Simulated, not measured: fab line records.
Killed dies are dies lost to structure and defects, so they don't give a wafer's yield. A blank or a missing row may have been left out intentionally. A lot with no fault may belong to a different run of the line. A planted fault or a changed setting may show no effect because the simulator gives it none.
Split-lot trial :: flow n5Finfet :: on a route of 1938 steps: 7 lots, 21 wafers read

== ON THE SPLIT ==
At N5_BEOL_M7_COAT_05 (resist thk 90 nm), the setting spinRpm was moved away from the recipe's 1500 rpm on 5 of the 21 wafers read, by -6.9% to -3.6%. For the rest of the wafers, this setting stayed at what the recipe calls for.

== FROM THE SPLIT TO THE READING: what the file shows between them, 5 steps ==
- N5_BEOL_M7_EBR_07
- N5_BEOL_M7_SOFTBAKE_06: time 60 s
- N5_BEOL_M7_EXPOSE_08: exposes mask M7
- N5_BEOL_M7_PEB_09: peb time 60 s
- N5_BEOL_M7_DEVELOP_10: develop time 30 s

== THE READING ==
CAR-ArF_of_BEOL_M7_COAT_05.thkNm (the simulator's own value, which no gauge read), in nm, at N5_BEOL_M7_DESCUM_16 (chemistry O2, time 7.9 s). The file does not state a usual value for it. Average 83.2 nm, standard deviation 0.27 nm, over the 16 wafers here run with the recipe.

wafer: L077.1
tool, chamber at the split: lithoTrack-04, 0
spinRpm as run, rpm: 1446
against the recipe: -3.6%
CAR-ArF_of_BEOL_M7_COAT_05.thkNm, nm: 85.6
against lot-mates on the recipe: +2.0

wafer: L077.4
tool, chamber at the split: lithoTrack-04, 0
spinRpm as run, rpm: 1500
against the recipe: recipe
CAR-ArF_of_BEOL_M7_COAT_05.thkNm, nm: 83.6
against lot-mates on the recipe: -

wafer: L077.6
tool, chamber at the split: lithoTrack-04, 0
spinRpm as run, rpm: 1446
against the recipe: -3.6%
CAR-ArF_of_BEOL_M7_COAT_05.thkNm, nm: 85.8
against lot-mates on the recipe: +2.2

wafer: L079.3
tool, chamber at the split: lithoTrack-05, 0
spinRpm as run, rpm: 1500
against the recipe: recipe
CAR-ArF_of_BEOL_M7_COAT_05.thkNm, nm: 83.4
against lot-mates on the recipe: -

wafer: L079.5
tool, chamber at the split: lithoTrack-05, 0
spinRpm as run, rpm: 1500
against the recipe: recipe
CAR-ArF_of_BEOL_M7_COAT_05.thkNm, nm: 83.4
against lot-mates on the recipe: -

wafer: L079.6
tool, chamber at the split: lithoTrack-05, 0
spinRpm as run, rpm: 1500
against the recipe: recipe
CAR-ArF_of_BEOL_M7_COAT_05.thkNm, nm: 83.2
against lot-mates on the recipe: -

wafer: L080.2
tool, chamber at the split: lithoTrack-04, 0
spinRpm as run, rpm: 1500
against the recipe: recipe
CAR-ArF_of_BEOL_M7_COAT_05.thkNm, nm: 83.8
against lot-mates on the recipe: -

wafer: L080.3
tool, chamber at the split: lithoTrack-04, 0
spinRpm as run, rpm: 1397
against the recipe: -6.9%
CAR-ArF_of_BEOL_M7_COAT_05.thkNm, nm: 87
against lot-mates on the recipe: +3.2

wafer: L080.4
tool, chamber at the split: lithoTrack-04, 0
spinRpm as run, rpm: 1397
against the recipe: -6.9%
CAR-ArF_of_BEOL_M7_COAT_05.thkNm, nm: 87
against lot-mates on the recipe: +3.2

wafer: L083.3
tool, chamber at the split: lithoTrack-02, 0
spinRpm as run, rpm: 1500
against the recipe: recipe
CAR-ArF_of_BEOL_M7_COAT_05.thkNm, nm: 83.4
against lot-mates on the recipe: -

wafer: L083.4
tool, chamber at the split: lithoTrack-02, 0
spinRpm as run, rpm: 1500
against the recipe: recipe
CAR-ArF_of_BEOL_M7_COAT_05.thkNm, nm: 83.4
against lot-mates on the recipe: -

wafer: L083.5
tool, chamber at the split: lithoTrack-02, 0
spinRpm as run, rpm: 1500
against the recipe: recipe
CAR-ArF_of_BEOL_M7_COAT_05.thkNm, nm: 83.2
against lot-mates on the recipe: -

wafer: L085.1
tool, chamber at the split: lithoTrack-02, 0
spinRpm as run, rpm: 1500
against the recipe: recipe
CAR-ArF_of_BEOL_M7_COAT_05.thkNm, nm: 82.8
against lot-mates on the recipe: -

wafer: L085.5
tool, chamber at the split: lithoTrack-02, 0
spinRpm as run, rpm: 1500
against the recipe: recipe
CAR-ArF_of_BEOL_M7_COAT_05.thkNm, nm: 83
against lot-mates on the recipe: -

wafer: L085.6
tool, chamber at the split: lithoTrack-02, 0
spinRpm as run, rpm: 1500
against the recipe: recipe
CAR-ArF_of_BEOL_M7_COAT_05.thkNm, nm: 83.2
against lot-mates on the recipe: -

wafer: L088.1
tool, chamber at the split: lithoTrack-02, 0
spinRpm as run, rpm: 1500
against the recipe: recipe
CAR-ArF_of_BEOL_M7_COAT_05.thkNm, nm: 83
against lot-mates on the recipe: -

wafer: L088.5
tool, chamber at the split: lithoTrack-02, 0
spinRpm as run, rpm: 1500
against the recipe: recipe
CAR-ArF_of_BEOL_M7_COAT_05.thkNm, nm: 83
against lot-mates on the recipe: -

wafer: L088.6
tool, chamber at the split: lithoTrack-02, 0
spinRpm as run, rpm: 1500
against the recipe: recipe
CAR-ArF_of_BEOL_M7_COAT_05.thkNm, nm: 83.2
against lot-mates on the recipe: -

wafer: L090.1
tool, chamber at the split: lithoTrack-04, 0
spinRpm as run, rpm: 1432
against the recipe: -4.5%
CAR-ArF_of_BEOL_M7_COAT_05.thkNm, nm: 85.2
against lot-mates on the recipe: +2.1

wafer: L090.3
tool, chamber at the split: lithoTrack-04, 0
spinRpm as run, rpm: 1500
against the recipe: recipe
CAR-ArF_of_BEOL_M7_COAT_05.thkNm, nm: 83.4
against lot-mates on the recipe: -

wafer: L090.4
tool, chamber at the split: lithoTrack-04, 0
spinRpm as run, rpm: 1500
against the recipe: recipe
CAR-ArF_of_BEOL_M7_COAT_05.thkNm, nm: 82.8
against lot-mates on the recipe: -

FIT RESULTS
A straight line over all 21 wafers: CAR-ArF_of_BEOL_M7_COAT_05.thkNm changes by -0.553 nm for each +1% of spinRpm; r = -0.97; the points scatter about the line by 0.32 nm.
The same after taking each lot's own level away (the mean of its wafers on the recipe; 21 wafers): -0.484 nm for each +1%; r = -0.99; scatter 0.18 nm.
On that fit, the largest move of spinRpm shifts the reading by 3.3 nm.
From 83.00 to 83.80 nm: that is the span of the lots' own levels, equal to 3.0 times the standard deviation above.
Thus the slope moves with the lot-to-lot level: the two fits are different.
Check: +3.41 nm against its lot-mates is what the line predicts for one of the wafers moved furthest among these (-6.9%) when that wafer is left out of the fit. It came out at +3.2 nm against them.

== OTHER SPLITS ON THESE WAFERS ==
Note: prior to the reading, these wafers also went through further splits. Each is held against what the fit with the lots' levels taken away leaves over:
other split on the same wafers: N5_BEOL_M3_ILD_DEP_00 timeS
wafers away from the commonest value: 7
r with CAR-ArF_of_BEOL_M7_COAT_05.thkNm (lot level and that fit taken away): -0.37

other split on the same wafers: N5_BEOL_M3_COAT_05 spinRpm
wafers away from the commonest value: 2
r with CAR-ArF_of_BEOL_M7_COAT_05.thkNm (lot level and that fit taken away): -0.03

other split on the same wafers: N5_BEOL_M4_COAT_62 spinRpm
wafers away from the commonest value: 6
r with CAR-ArF_of_BEOL_M7_COAT_05.thkNm (lot level and that fit taken away): +0.22

other split on the same wafers: N5_BEOL_M5_COAT_71 spinRpm
wafers away from the commonest value: 4
r with CAR-ArF_of_BEOL_M7_COAT_05.thkNm (lot level and that fit taken away): +0.12

other split on the same wafers: N5_BEOL_M7_PECVD_70 timeS
wafers away from the commonest value: 5
r with CAR-ArF_of_BEOL_M7_COAT_05.thkNm (lot level and that fit taken away): +0.11

== THE WHOLE CHAIN: every reading that the file lists as answering this split, in the file's order ==
step: N5_BEOL_M7_COAT_05
what it does: resist thk 90 nm
reading: CAR-ArF_of_BEOL_M7_COAT_05.thkNm (the simulator's own value, which no gauge read)
change (the file's fit): -0.475 nm for each +1% of the setting
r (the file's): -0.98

step: N5_BEOL_M7_DEVELOP_10
what it does: develop time 30 s
reading: CAR-ArF_of_BEOL_M7_COAT_05.thkNm (the simulator's own value, which no gauge read)
change (the file's fit): -0.495 nm for each +1% of the setting
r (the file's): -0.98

step: N5_BEOL_M7_DESCUM_16
what it does: chemistry O2, time 7.9 s
reading: CAR-ArF_of_BEOL_M7_COAT_05.thkNm (the simulator's own value, which no gauge read)
change (the file's fit): -0.484 nm for each +1% of the setting
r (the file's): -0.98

== FILE'S OWN FIT ==
CAR-ArF_of_BEOL_M7_COAT_05.thkNm changes by -0.484 nm for each +1% of spinRpm, r = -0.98.
